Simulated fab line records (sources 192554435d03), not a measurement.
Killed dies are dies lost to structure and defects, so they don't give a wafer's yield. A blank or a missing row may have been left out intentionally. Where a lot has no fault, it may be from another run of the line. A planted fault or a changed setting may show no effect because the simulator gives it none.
A lot that was struck, set against a sound lot ; flow n5-finfet ; 15 out of 1938 route steps
Sound: wafers L132.4, L132.5, L132.6. Struck: wafers L141.2, L141.4, L141.6. The cause is given at the end.
For every step that has rows: the tool of each side, followed by ch and its chambers, followed by its first start. Under that, the readings that differ: sound wafers ; struck wafers ; difference of the means ; sigmas: that difference in standard deviations of wafers without a fault.
alike: readings whose means differ by less than 2 such deviations, and words and numbers that are the same on both sides. not compared: withheld readings, readings that some wafer has no value for, bounds like >300 that may hide the same value, and numbers for which the record gives no deviation and whose values overlap.
Wherever a step has rows on one side only, a row that says differs or no value, or a row with sigmas, the two part there. When numbers do not overlap yet have no deviation, they are printed without sigmas and do not part them. A reading missing from all wafers of one side parts the sides only when that side holds two or more wafers.

first, 7 steps without rows for these wafers: N5_PASSIVATION_COAT_04; N5_PASSIVATION_EBR_06; N5_PASSIVATION_SOFTBAKE_05 (time 90 s); N5_PASSIVATION_EXPOSE_07 (exposes mask TV, defocus 0 nm, target cd 3000 nm); N5_PASSIVATION_PEB_08; N5_PASSIVATION_DEVELOP_09 (develop time 60 s); N5_PASSIVATION_HARDBAKE_11 (time 120 s).
N5_PASSIVATION_CD_MEAS_10: target cd 3000 nm.
  sound on cd-sem-02 ch 0, day 13 18:01; struck on cd-sem-03 ch 0, day 15 16:30
  alike: cd-nm
N5_PASSIVATION_OVL_MEAS_60:
  sound on overlay-01 ch 0, day 13 18:03; struck on overlay-02 ch 0, day 15 16:32
  alike: TV_OVL
N5_PASSIVATION_INSPECT_61: inspects for defects (macro).
  struck on defect-inspect-01, day 15 16:34; sound on defect-inspect-02, day 13 18:04
  alike: raw-defect-count
N5_PASSIVATION_DESCUM_12: chemistry O2, time 7.9 s.
  sound on rie-diel-06 ch 0,1,2, day 13 18:06; struck on rie-diel-05 ch 1,3, day 15 16:35
  alike: drypump-motor-current-A, oes-product-au, rf-vpp-V, showerhead-plenum-p-Torr, throttle-valve-pct
  not compared: rf-hours-counter-h
N5_PASSIVATION_PASS_ETCH_74: etches SiNx in CF4/O2, target depth 220 nm, time 110 s.
  sound on rie-diel-06 ch 0,1,2, day 13 18:10; struck on rie-diel-05 ch 1,3, day 15 16:40
  alike: bias-w, drypump-motor-current-A, mfc-ar-sccm, oes_o_777_au, oes-product-au, rf-vpp-V, showerhead-plenum-p-Torr, throttle-valve-pct
  not compared: rf-hours-counter-h
N5_PASSIVATION_VIA_ETCH_13: etches SiO2 in CHF3/O2, target depth 660 nm, time 330 s.
  sound on rie-diel-06 ch 0,1,2, day 13 18:16; struck on rie-diel-05 ch 1,3, day 15 16:45
reading;sound;struck;difference;sigmas
bias-w (W);169.0 169.7 168.9;179.1 179.4 179.7;+10.2;+20
rf-vpp-V (V);524 514 528;558 551 557;+33;+4
  alike: drypump-motor-current-A, etch-rf-on-time-s, mfc-ar-sccm, oes_o_777_au, oes-product-au, showerhead-plenum-p-Torr, throttle-valve-pct
  not compared: rf-hours-counter-h
N5_PASSIVATION_STRIP_14: strips in O2.
  sound on rie-diel-06 ch 0,1,2, day 13 18:28; struck on rie-diel-05 ch 1,3, day 15 16:57
  alike: drypump-motor-current-A, oes-product-au, rf-vpp-V, showerhead-plenum-p-Torr, throttle-valve-pct
  not compared: rf-hours-counter-h
N5_PASSIVATION_PROBE_49:
  struck on prober-02, day 16 02:02; sound on prober-01, day 14 04:13
reading;sound;struck;difference;sigmas
killed_at_M0_to_M3;31 61 46;21 22 16;-26;-3
  alike: defect-limited-yield, killed_at_M4_up, killed-at-contacts, killed-at-front-end, killed-at-other, killed-dies, killed-on-rim, killed-open, killed-short, sort_bin_5_function, sort_bin_6_memory, sort-n-pass, sort-yield-pct

== WHERE THEY PART ==
At N5_PASSIVATION_VIA_ETCH_13 first; at N5_PASSIVATION_PROBE_49 last (within this record only).

WHY: what the simulator had put in
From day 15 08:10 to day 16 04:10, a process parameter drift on rie-diel-05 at N5_PASSIVATION_VIA_ETCH_13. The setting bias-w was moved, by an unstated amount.
